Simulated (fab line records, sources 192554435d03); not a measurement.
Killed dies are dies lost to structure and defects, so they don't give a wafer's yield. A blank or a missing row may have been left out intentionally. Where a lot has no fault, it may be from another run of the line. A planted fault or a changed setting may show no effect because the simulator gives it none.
Chamber matching / flow n5-finfet / N5_SPACER0_ALD_07 on ald-sin-03: 4 sister chambers
The step deposits SiNx, target thk 2 nm. 8 wafers are shown with their chamber, then 6 later ones without.

EACH WAFER AND ITS CHAMBER
wafer=L929.6; chamber=1; heater-power-w (W)=746
wafer=L931.5; chamber=1; heater-power-w (W)=742
wafer=L932.4; chamber=0; heater-power-w (W)=840
wafer=L932.6; chamber=2; heater-power-w (W)=816
wafer=L935.1; chamber=2; heater-power-w (W)=806
wafer=L935.4; chamber=0; heater-power-w (W)=844
wafer=L936.1; chamber=3; heater-power-w (W)=923
wafer=L936.6; chamber=3; heater-power-w (W)=897

WAFERS WITH NO CHAMBER GIVEN
wafer=L940.1; heater-power-w (W)=836
wafer=L940.4; heater-power-w (W)=910
wafer=L940.5; heater-power-w (W)=745
wafer=L941.2; heater-power-w (W)=821
wafer=L941.5; heater-power-w (W)=779
wafer=L941.6; heater-power-w (W)=825

THE CHAMBER EACH PASSED THROUGH
wafer=L940.1; from the rows above=can't be placed: 0 or 2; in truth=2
wafer=L940.4; from the rows above=3; in truth=3
wafer=L940.5; from the rows above=1; in truth=1
wafer=L941.2; from the rows above=can't be placed: 2 or 0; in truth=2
wafer=L941.5; from the rows above=can't be placed: 2 or 1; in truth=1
wafer=L941.6; from the rows above=can't be placed: 2 or 0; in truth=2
Correct placement for 2 of the 6. These rows do not allow placing 4 (true chamber among the candidates in 4). Wrongly placed: 0.
How it was worked out, from the rows above alone: a wafer's distance from a chamber is the root of the sum, over the readings, of the square of ((its reading less the chamber's mean) divided by the reading's scatter). The wafer belongs to the nearest chamber; if the next one is less than 2 further off, it can't be placed. A chamber's mean is the mean of its shown wafers. The scatter: the root of (the sum of the squares of (reading less its chamber's mean) over the shown wafers, divided by (wafers less chambers)).
